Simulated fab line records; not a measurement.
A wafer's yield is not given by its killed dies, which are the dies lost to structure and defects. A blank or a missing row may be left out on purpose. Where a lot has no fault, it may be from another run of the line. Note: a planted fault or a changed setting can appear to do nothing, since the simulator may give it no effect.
fab line records | flow nand_harc
[record] lots = 12 wafers = 36 last_day = 24
route steps=1159 shown A_CHANNEL_FILL_D1@496 A_STAIRCASE@531 END@1159
lots that met no fault: from a run of the same line without faults
start_h: start of the lot's first displayed wafer, in hours after the record's first day | wait_h: time in hours since the lot's previous step | " identical to the entry in the row above | L1.1+2: one row covering several wafers at once | - no value present, or no start provided | * or withheld: withheld | < > ~ a bound
route shown NAME@n: a module of which the file shows steps, and the number in the route of the first | usual: mean/standard deviation of fault-free wafers | same: alike in all rows | chamber/n: place in a boat | sites: readings site by site | _std_site: the standard deviation of these | _edge_site: mean of outer sites minus mean of inner sites | radius_mm: for every site, how far away it sits from the centre of the wafer | mask NAME#n: copy n | behind: the tool/chamber that last shaped the wafer | hold: cause of the lot's hold/its duration in hours/its outcome | device: whichever transistor did not switch (one of n, p or np) | end of line: the same wafers' tests at the end of the route | a step given without rows: its recipe and nothing more | killed: dies that structure and defects cost at the first sort, which is not the same as the wafer's yield | map: per-die view of a wafer (x killed, . not killed, _ where there is no die)
set.NAME: the setting that was run; set.NAME@STEP: the one run at that earlier step | model.NAME: the simulator's own value behind a step, which no gauge read
one table for each step of the route and one row for each wafer, over a sample of lots
services: when a tool's chamber went out of use (start_h, in hours from the record's first day, below 0 if earlier), for how many hours, and the reason
[[steps]]
[step NHARC_A_CHANNEL_FILL_D1_ALD_16]
[recipe] target_thk_a = 15 pulse_time_s = 10 ald_cycles = 15 temp_c = 300 material = SiO2
[usual] heater_power_w = 456/46 precursor_pulse_height_rel = 0.997/0.02
// columns lot.wafer tool chamber start_h wait_h heater_power_w precursor_pulse_height_rel
L604.3 ald_hk-01 0 193.91 0.0 463 1.004
L604.4 " 1 " " 369 0.973
L604.6 " 1 " " 382 0.982
L605.4 ald_hk-01 2 205.38 0.1 475 1.024
L605.1 " 0 " " 451 0.985
L605.6 " 1 " " 375 0.976
L607.4 ald_hk-04 1 214.60 0.1 513 1.022
L607.1 " 2 " " 417 1.032
L607.6 " 3 " " 392 0.999
L611.2 ald_hk-02 3 235.03 3.0 416 1.006
L611.1 " 1 " " 474 1.023
L611.5 " 2 " " 517 0.989
L610.2 ald_hk-02 2 235.19 3.2 502 1.026
L610.3 " 3 " " 409 0.985
L610.5 " 2 " " 519 0.997
L609.3 ald_hk-02 2 236.73 0.5 503 0.963
L609.4 " 0 " " 465 0.993
L609.6 " 1 " " 475 0.963
L613.4 ald_hk-04 2 241.81 0.5 403 0.984
L613.1 " 3 " " 388 0.993
L613.5 " 0 " " 496 1.013
L614.4 ald_hk-02 0 249.71 0.1 453 0.957
L614.3 " 1 " " 489 0.967
L614.6 " 3 " " 398 0.984
L617.1 ald_hk-02 2 267.37 0.1 520 1.019
L617.3 " 0 " " 464 1.018
L617.5 " 1 " " 478 0.967
L623.2 ald_hk-02 0 307.12 0.1 445 0.993
L623.5 " 2 " " 500 0.969
L623.6 " 3 " " 403 0.990
L624.4 ald_hk-04 3 310.20 0.1 407 1.040
L624.2 " 0 " " 489 0.988
L624.1 " 1 " " 506 0.996
L625.3 ald_hk-02 2 330.79 2.5 505 0.978
L625.4 " 0 " " 442 0.975
L625.2 " 1 " " 506 0.982
[step NHARC_A_CHANNEL_FILL_D1_ALD_25]
[recipe] target_thk_a = 600 pulse_time_s = 10 ald_cycles = 600 temp_c = 300 material = SiOx
[usual] heater_power_w = 455/45 precursor_pulse_height_rel = 1.001/0.021
// columns lot.wafer tool chamber start_h wait_h heater_power_w precursor_pulse_height_rel
L604.4 ald_hk-01 0 217.66 0.1 448 0.961
L604.3 " 3 219.52 1.9 462 0.999
L604.6 " 0 " " 460 1.054
L605.4 ald_hk-02 0 231.30 0.2 463 1.021
L605.1 " 3 233.15 2.0 411 1.002
L605.6 " 1 234.38 3.3 481 0.979
L607.1 ald_hk-01 0 239.00 0.7 468 0.978
L607.4 " 2 240.24 1.9 486 0.996
L607.6 " 0 241.48 3.1 468 0.999
L609.4 ald_hk-01 1 258.51 0.1 394 1.013
L609.3 " 3 259.73 1.3 444 1.039
L609.6 " 2 261.57 3.1 499 1.004
L610.3 ald_hk-04 1 259.14 0.7 527 1.000
L610.2 " 3 260.38 1.9 401 0.965
L610.5 " 1 261.62 3.2 523 0.982
L611.1 ald_hk-02 3 259.57 1.1 400 1.010
L611.2 " 0 " " 473 1.016
L611.5 " 0 262.68 4.2 451 0.997
L613.4 ald_hk-01 2 265.91 0.7 487 0.993
L613.1 " 0 267.13 1.9 470 0.977
L613.5 " 1 " " 389 1.006
L614.4 ald_hk-04 2 274.47 1.3 408 1.021
L614.3 " 3 " " 404 1.004
L614.6 " 0 " " 504 1.009
L617.1 ald_hk-02 0 291.99 0.5 451 1.011
L617.3 " 1 293.20 1.7 489 1.021
L617.5 " 1 298.06 6.6 497 1.019
L623.2 ald_hk-01 2 333.51 3.0 490 0.992
L623.5 " 3 " " 451 0.993
L623.6 " 0 " " 471 0.997
L624.4 ald_hk-04 2 334.88 0.7 410 1.009
L624.2 " 0 337.33 3.2 485 1.010
L624.1 " 1 338.56 4.4 518 1.007
L625.3 ald_hk-01 3 351.87 0.1 462 1.003
L625.2 " 0 " " 472 0.968
L625.4 " 1 " " 388 0.968
[step NHARC_A_CHANNEL_FILL_D1_ETCHBACK_08]
[recipe] target_depth_a = 2200 time_s = 110 c4f8_flow_sccm = 20 ar_flow_sccm = withheld rf_w = 600 bias_w = 300 chemistry = C4F8
[usual] chamber_pressure_mTorr = 25.001/0.022 oes_product_au = 0.95/0.037 rf_vpp_V = 440.9/2.4
// columns lot.wafer tool chamber start_h wait_h chamber_pressure_mTorr oes_product_au rf_hours_counter_h rf_vpp_V
L604.4 rie_diel-06 1 223.25 - 24.988 0.93 3.0 439.3
L604.3 " 3 " " 25.011 0.90 3.0 444.9
L604.6 " 1 " " 25.011 0.93 - 439.6
L605.4 rie_diel-03 3 236.84 - 25.015 0.99 0.5 443.7
L605.1 " 0 " " 24.993 0.98 0.5 441.2
L605.6 " 0 " " 24.996 0.97 - 441.0
L607.4 rie_diel-11 3 243.99 - 24.985 0.92 5.6 436.9
L607.1 " 1 " " 24.998 0.92 4.9 437.0
L607.6 " 2 " " 25.037 0.93 - 436.1
L609.3 rie_diel-06 0 264.06 - 25.034 0.99 0.3 440.3
L609.4 " 1 " " 24.960 0.98 0.4 439.5
L609.6 " 2 " " 25.002 1.01 - 441.3
L610.2 rie_diel-03 3 264.10 - 24.983 0.92 1.9 444.0
L610.3 " 2 " " 25.002 0.93 1.7 438.5
L610.5 " 0 " " 25.026 0.90 - 441.4
L611.1 rie_diel-06 2 265.15 - 24.988 1.01 0.4 441.1
L611.2 " 1 " " 24.988 0.99 0.4 439.8
L611.5 " 3 " " 25.006 1.00 - 443.7
L613.4 rie_diel-06 3 270.84 - 25.025 1.01 0.4 443.0
L613.1 " 0 " " 25.007 0.99 0.4 440.6
L613.5 " 1 " " 24.979 0.99 - 439.2
L614.4 rie_diel-06 1 278.77 - 25.007 0.91 0.7 438.7
L614.3 " 0 " " 24.994 0.93 0.6 439.5
L614.6 " 1 " " 25.000 0.91 - 437.5
L617.3 rie_diel-03 0 301.11 - 24.988 0.91 3.4 441.8
L617.1 " 3 " " 24.998 0.92 3.3 445.7
L617.5 " 0 " " 25.020 0.90 - 440.9
L623.2 rie_diel-06 0 337.26 - - - - -
L623.5 " 2 " " - - - -
L623.6 " 3 " " - - - -
L624.1 rie_diel-03 2 344.11 - - - - -
L624.4 " 3 " " - - - -
L624.2 " 0 " " - - - -
L625.2 rie_diel-06 3 357.40 - 25.013 0.93 3.1 443.2
L625.4 " 0 " " 24.963 0.93 2.8 440.3
L625.3 " 1 " " 25.022 0.92 3.2 439.0
[step NHARC_A_STAIRCASE_ETCH_169]
[recipe] target_depth_a = 500 time_s = 107.1 ion_energy_ev = 120 ch3f_flow_sccm = 50 o2_flow_sccm = 30 ar_flow_sccm = 200 rf_w = 500 bias_w = 100 chemistry = CH3F/O2
[usual] ch3f_flow_sccm = 49.97/0.16 drypump_motor_current_A = 5.6/0.42 oes_product_au = 0.959/0.021 rf_vpp_V = 244.9/1.7 showerhead_plenum_p_Torr = 2.51/0.098 throttle_valve_pct = 20.663/0.009
// columns lot.wafer tool chamber start_h wait_h ch3f_flow_sccm drypump_motor_current_A oes_product_au rf_hours_counter_h rf_vpp_V showerhead_plenum_p_Torr throttle_valve_pct
L604.3 rie_diel-10 1 230.92 0.1 49.83 5.3 0.977 17 244.7 2.57 20.672
L604.4 " 3 " " 50.02 5.4 0.968 15 245.4 2.51 20.664
L604.6 " 1 " " 49.99 5.3 0.983 - 246.7 2.57 20.674
L605.4 rie_diel-09 2 244.51 0.1 50.16 6.4 0.921 58 243.2 2.54 20.666
L605.1 " 0 " " 50.05 5.4 0.938 60 242.1 2.28 20.674
L605.6 " 1 " " 50.24 5.0 0.905 - 242.2 2.36 20.664
L607.1 rie_diel-07 1 252.21 0.1 50.02 5.6 0.951 3 246.0 2.58 20.663
L607.4 " 3 " " 50.05 6.4 0.934 4 244.0 2.55 20.666
L607.6 " 1 " " 49.71 5.6 0.959 - 245.5 2.58 20.663
L610.3 rie_diel-10 0 271.44 0.1 49.78 5.3 0.952 33 244.6 2.49 20.673
L610.2 " 2 " " 50.02 5.7 0.970 33 242.7 2.30 20.651
L610.5 " 0 " " 49.84 5.3 0.967 - 243.4 2.49 20.677
L609.3 rie_diel-07 1 271.69 0.1 50.12 5.7 0.963 9 246.1 2.57 20.661
L609.4 " 2 " " 50.10 5.2 0.975 10 246.7 2.63 20.679
L609.6 " 2 " " 49.83 5.2 0.976 - 246.2 2.63 20.667
L611.1 rie_diel-10 1 271.89 0.1 49.95 5.4 0.965 34 247.6 2.56 20.665
L611.2 " 2 " " 50.01 5.7 0.970 33 240.6 2.30 20.657
L611.5 " 1 " " 50.06 5.4 0.974 - 243.7 2.56 20.663
L613.4 rie_diel-07 1 278.44 0.1 49.90 5.7 0.956 12 245.6 2.57 20.661
L613.1 " 2 " " 49.82 5.2 0.955 12 247.7 2.63 20.671
L613.5 " 1 " " 49.83 5.6 0.960 - 244.8 2.57 20.655
L614.3 rie_diel-10 2 286.35 0.1 50.27 5.7 0.967 40 241.5 2.30 20.667
L614.4 " 0 " " 49.77 5.4 0.993 40 243.6 2.48 20.659
L614.6 " 3 " " 50.38 5.4 0.978 - 244.6 2.50 20.658
L617.1 rie_diel-07 0 306.89 0.1 50.05 5.5 0.992 24 244.0 2.47 20.662
L617.3 " 2 " " 49.62 5.2 0.956 24 247.3 2.62 20.659
L617.5 " 0 " " 50.08 5.5 0.981 - 243.4 2.47 20.679
L625.4 rie_diel-09 0 364.77 0.1 49.72 5.4 0.980 33 246.9 2.65 20.668
L625.3 " 2 " " 50.02 6.4 0.959 41 245.2 2.52 20.669
L625.2 " 3 " " 49.82 5.4 0.958 39 245.6 2.48 20.664
[step NHARC_END_SORT_01]
[recipe] temp_c = 25
[usual] killed_at_array = 25/9.5 killed_at_other = 0.8/1.2 killed_at_periphery = 3.4/2.2 killed_dies = 29/10 killed_open = 3.3/1.8 killed_short = 2.1/1.4
[same] gross_dies = 677
// columns lot.wafer tool chamber start_h wait_h killed_at_array killed_at_other killed_at_periphery killed_dies killed_open killed_short
L623.2 prober-01 0 562.03 2.8 671 0 6 677 2 2
L623.5 prober-01 0 564.39 3.6 674 0 3 677 3 3
L623.6 prober-01 0 565.18 3.9 669 2 6 677 5 2
L624.1 prober-01 0 575.70 2.5 675 0 2 677 1 3
L624.2 prober-01 0 576.49 2.8 672 1 4 677 2 2
L624.4 prober-01 0 578.07 3.4 667 1 9 677 5 1
// killed by level:class
L623.2 A_CHANNEL_FILL_D1:area_etchback=641 A_CHANNEL_HOLE_D1:chamber_film_flake=10 A_SLIT:chamber_film_flake=8 P_GATE:chamber_film_flake=4 A_BLC:chamber_film_flake=4 A_STAIRCASE:chamber_film_flake=2 P_GATE:geometric_particle:open=1 A_ONON_D1:geometric_particle:short=1
L623.5 A_CHANNEL_FILL_D1:area_etchback=643 A_SLIT:chamber_film_flake=16 A_CHANNEL_HOLE_D1:chamber_film_flake=3 A_STAIRCASE:chamber_film_flake=3 P_M2:geometric_particle:short=1 A_ONON_D1:geometric_particle:short=1 A_WL_FILL:geometric_particle:short=1 A_CONTACT:geometric_particle:open=1
L623.6 A_CHANNEL_FILL_D1:area_etchback=644 A_SLIT:chamber_film_flake=7 P_GATE:chamber_film_flake=4 A_CHANNEL_HOLE_D1:chamber_film_flake=3 A_CHANNEL_FILL_D1:chamber_film_flake=3 A_CONTACT:chamber_film_flake=3 STARTING-WAFER:geometric_particle:open=2 A_ZERO_WELL:chamber_film_flake=2
L624.1 A_CHANNEL_FILL_D1:area_etchback=635 A_CHANNEL_HOLE_D1:chamber_film_flake=24 A_SLIT:chamber_film_flake=6 A_STAIRCASE:chamber_film_flake=3 A_CONTACT:chamber_film_flake=2 A_ONON_D1:geometric_particle:short=1 A_ONON_D1:geometric_particle:open=1 A_STAIRCASE:geometric_particle:short=1
L624.2 A_CHANNEL_FILL_D1:area_etchback=627 A_CHANNEL_HOLE_D1:chamber_film_flake=22 A_SLIT:chamber_film_flake=15 A_CONTACT:chamber_film_flake=4 P_ZERO_WELL:chamber_film_flake=2 P_GATE:geometric_particle:open=1 A_WL_FILL:geometric_particle:short=1 A_CONTACT:geometric_particle:short=1
L624.4 A_CHANNEL_FILL_D1:area_etchback=623 A_CHANNEL_HOLE_D1:chamber_film_flake=17 A_SLIT:chamber_film_flake=17 P_ZERO_WELL:chamber_film_flake=5 A_STAIRCASE:chamber_film_flake=3 A_CONTACT:chamber_film_flake=3 A_CHANNEL_FILL_D1:chamber_film_flake=2 P_GATE:geometric_particle:open=1
[[services]]
// columns tool chamber start_h hours kind
rie_diel-10 - 174.08 0.2 repair
rie_diel-10 - 176.50 9.0 pm
rie_diel-11 3 180.19 3.9 repair
rie_diel-11 - 189.50 9.0 pm
ald_hk-04 - 193.15 10.0 pm
rie_diel-11 3 200.19 10.1 repair
rie_diel-11 3 212.09 6.8 repair
rie_diel-03 - 215.33 9.0 pm
ald_hk-01 - 228.00 10.0 pm
rie_diel-07 - 228.25 9.0 pm
rie_diel-06 - 241.20 9.0 pm
rie_diel-07 - 245.11 0.2 repair
rie_diel-09 - 254.17 9.0 pm
rie_diel-10 3 270.08 9.6 repair
ald_hk-02 - 280.00 10.0 pm
ald_hk-02 0 280.00 10.0 vent_cycle
ald_hk-02 1 280.00 10.0 vent_cycle
ald_hk-02 2 280.00 10.0 vent_cycle
ald_hk-02 3 280.00 10.0 vent_cycle
rie_diel-10 0 290.46 1.5 repair
rie_diel-10 - 304.83 1.8 repair
rie_diel-06 3 308.00 10.4 repair
rie_diel-06 0 319.59 9.5 repair
rie_diel-10 - 353.62 9.0 pm
[[key]]
[first_sign] step = NHARC_A_CHANNEL_FILL_D1_ETCHBACK_08 reading = tool_record direction = missing
[effect] step = NHARC_END_SORT_01 reading = killed_at_array direction = up sigmas = 68 usual = 25 struck = 671
[more_kills_born_at] NHARC_A_CHANNEL_FILL_D1_ETCHBACK_08@rie_diel-06 = 1928 NHARC_A_CHANNEL_FILL_D1_ETCHBACK_08@rie_diel-03 = 1885
met_at NHARC_A_CHANNEL_FILL_D1_ETCHBACK_08
struck_lots L623,L624
later_rows_left_out L623.2,L623.5,L623.6,L624.1,L624.2,L624.4
tester_left_out L623,L624
not_acting_at NHARC_A_CHANNEL_FILL_D1_ALD_16,NHARC_A_CHANNEL_FILL_D1_ALD_25,NHARC_A_STAIRCASE_ETCH_169
onset_between 301.11 337.26
[fault] kind = skipped_step_whole tool = rie_diel-03,rie_diel-06 chamber = - onset_h = 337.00 steps = NHARC_A_CHANNEL_FILL_D1_ETCHBACK_08 scope = struck_lots_only
// tester_left_out: of these lots the tester's yield and bins aren't shown, on N5 and GAA mostly nor the transistor test; their killed dies are dies lost to structure and defects alone, not to doping, threshold or leakage, so they don't give the yield
// later_rows_left_out: the simulator's readings of these wafers behind a module that went badly wrong aren't trusted and aren't shown, but for the sort
